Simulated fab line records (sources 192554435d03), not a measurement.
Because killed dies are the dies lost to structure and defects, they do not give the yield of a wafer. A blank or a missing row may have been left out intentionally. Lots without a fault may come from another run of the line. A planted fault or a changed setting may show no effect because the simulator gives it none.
Split-lot study || flow n5-finfet || on a route of 1938 steps: 7 lots, 21 wafers read

ABOUT THE SPLIT
At N5_BEOL_M5_ETCH_41 (etches SiCN in CH3F/O2, target depth 31.5 nm, time 56.7 s), the setting source-w was moved away from the recipe's 395 W on 9 of the 21 wafers read, by -16.0% to +15.9%. All remaining wafers had this setting at the recipe value.

The reading is taken at the split's own step.

THE READING
rf-vpp-V, in V, at N5_BEOL_M5_ETCH_41 (etches SiCN in CH3F/O2, target depth 31.5 nm, time 56.7 s). On this fab line, fault-free wafers typically give 297.1 V with a standard deviation of 1.8 V.

{"wafer": "L074.1", "tool, chamber at the split": "rie-diel-01, 3", "source-w as run, W": 395, "against the recipe": "recipe", "rf-vpp-V, V": 298.5, "against lot-mates on the recipe": "-"}
{"wafer": "L074.2", "tool, chamber at the split": "rie-diel-01, 2", "source-w as run, W": 354.8, "against the recipe": "-10.2%", "rf-vpp-V, V": 307.0, "against lot-mates on the recipe": "+8.5"}
{"wafer": "L074.3", "tool, chamber at the split": "rie-diel-01, 0", "source-w as run, W": 354.8, "against the recipe": "-10.2%", "rf-vpp-V, V": 305.8, "against lot-mates on the recipe": "+7.3"}
{"wafer": "L083.2", "tool, chamber at the split": "rie-diel-05, 3", "source-w as run, W": 395, "against the recipe": "recipe", "rf-vpp-V, V": 298.6, "against lot-mates on the recipe": "-"}
{"wafer": "L083.3", "tool, chamber at the split": "rie-diel-05, 0", "source-w as run, W": 458, "against the recipe": "+15.9%", "rf-vpp-V, V": 284.7, "against lot-mates on the recipe": -13.9}
{"wafer": "L083.6", "tool, chamber at the split": "rie-diel-05, 3", "source-w as run, W": 458, "against the recipe": "+15.9%", "rf-vpp-V, V": 285.0, "against lot-mates on the recipe": -13.6}
{"wafer": "L090.3", "tool, chamber at the split": "rie-diel-05, 0", "source-w as run, W": 417.3, "against the recipe": "+5.6%", "rf-vpp-V, V": 294.2, "against lot-mates on the recipe": -4.7}
{"wafer": "L090.4", "tool, chamber at the split": "rie-diel-05, 3", "source-w as run, W": 395, "against the recipe": "recipe", "rf-vpp-V, V": 298.9, "against lot-mates on the recipe": "-"}
{"wafer": "L090.5", "tool, chamber at the split": "rie-diel-05, 1", "source-w as run, W": 417.3, "against the recipe": "+5.6%", "rf-vpp-V, V": 291.3, "against lot-mates on the recipe": -7.6}
{"wafer": "L092.1", "tool, chamber at the split": "rie-diel-05, 0", "source-w as run, W": 395, "against the recipe": "recipe", "rf-vpp-V, V": 300.8, "against lot-mates on the recipe": "-"}
{"wafer": "L092.2", "tool, chamber at the split": "rie-diel-05, 1", "source-w as run, W": 395, "against the recipe": "recipe", "rf-vpp-V, V": 297.0, "against lot-mates on the recipe": "-"}
{"wafer": "L092.3", "tool, chamber at the split": "rie-diel-05, 2", "source-w as run, W": 395, "against the recipe": "recipe", "rf-vpp-V, V": 301.6, "against lot-mates on the recipe": "-"}
{"wafer": "L089.1", "tool, chamber at the split": "rie-diel-01, 0", "source-w as run, W": 395, "against the recipe": "recipe", "rf-vpp-V, V": 295.3, "against lot-mates on the recipe": "-"}
{"wafer": "L089.2", "tool, chamber at the split": "rie-diel-01, 3", "source-w as run, W": 395, "against the recipe": "recipe", "rf-vpp-V, V": 298.6, "against lot-mates on the recipe": "-"}
{"wafer": "L089.3", "tool, chamber at the split": "rie-diel-01, 1", "source-w as run, W": 415.4, "against the recipe": "+5.2%", "rf-vpp-V, V": 292.2, "against lot-mates on the recipe": -4.8}
{"wafer": "L093.3", "tool, chamber at the split": "rie-diel-05, 3", "source-w as run, W": 395, "against the recipe": "recipe", "rf-vpp-V, V": 297.9, "against lot-mates on the recipe": "-"}
{"wafer": "L093.4", "tool, chamber at the split": "rie-diel-05, 1", "source-w as run, W": 395, "against the recipe": "recipe", "rf-vpp-V, V": 297.2, "against lot-mates on the recipe": "-"}
{"wafer": "L093.5", "tool, chamber at the split": "rie-diel-05, 2", "source-w as run, W": 395, "against the recipe": "recipe", "rf-vpp-V, V": 300.9, "against lot-mates on the recipe": "-"}
{"wafer": "L095.4", "tool, chamber at the split": "rie-diel-05, 0", "source-w as run, W": 331.9, "against the recipe": "-16.0%", "rf-vpp-V, V": 317.7, "against lot-mates on the recipe": "+21.8"}
{"wafer": "L095.5", "tool, chamber at the split": "rie-diel-05, 1", "source-w as run, W": 395, "against the recipe": "recipe", "rf-vpp-V, V": 295.9, "against lot-mates on the recipe": "-"}
{"wafer": "L095.6", "tool, chamber at the split": "rie-diel-05, 2", "source-w as run, W": 331.9, "against the recipe": "-16.0%", "rf-vpp-V, V": 317.0, "against lot-mates on the recipe": "+21.1"}

THE FIT
A straight line over all 21 wafers: rf-vpp-V changes by -0.984 V for each +1% of source-w; r = -0.97; the points scatter about the line by 2.1 V.
The same after taking each lot's own level away (the mean of its wafers on the recipe; 21 wafers): -1.05 V for each +1%; r = -0.97; scatter 2.3 V.
The reading moves by 17 V for the largest change in source-w, on that fit.
The lots' own levels span 295.90 to 299.80 V, that is 2.2 times the standard deviation above.
The two slopes agree, so the slope changes little with the lot-to-lot level.
Check: with one of the wafers moved furthest among these (-16.0%) left out of the fit, the line predicts +15.7 V for it against its lot-mates. It came out at +21.8 V against them.
Tool readings at the split's step, against how far the setting was moved: rf-vpp-V r = -0.97.

ADDITIONAL SPLITS CARRIED BY THESE WAFERS
Before the reading, these wafers also passed through other splits. Each is held against what the fit with the lots' levels taken away leaves over:
{"other split on the same wafers": "N5_BEOL_M4_COAT_05 spin-rpm", "wafers away from the commonest value": 3, "r with rf-vpp-V (lot level and that fit taken away)": "+0.05"}
{"other split on the same wafers": "N5_BEOL_M4_ETCH_64 bias-w", "wafers away from the commonest value": 10, "r with rf-vpp-V (lot level and that fit taken away)": -0.30}
{"other split on the same wafers": "N5_BEOL_M5_VIA_ETCH_34 bias-w", "wafers away from the commonest value": 6, "r with rf-vpp-V (lot level and that fit taken away)": "+0.03"}

THE FILE'S OWN FIT
rf-vpp-V changes by -1.05 V for each +1% of source-w, r = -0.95.
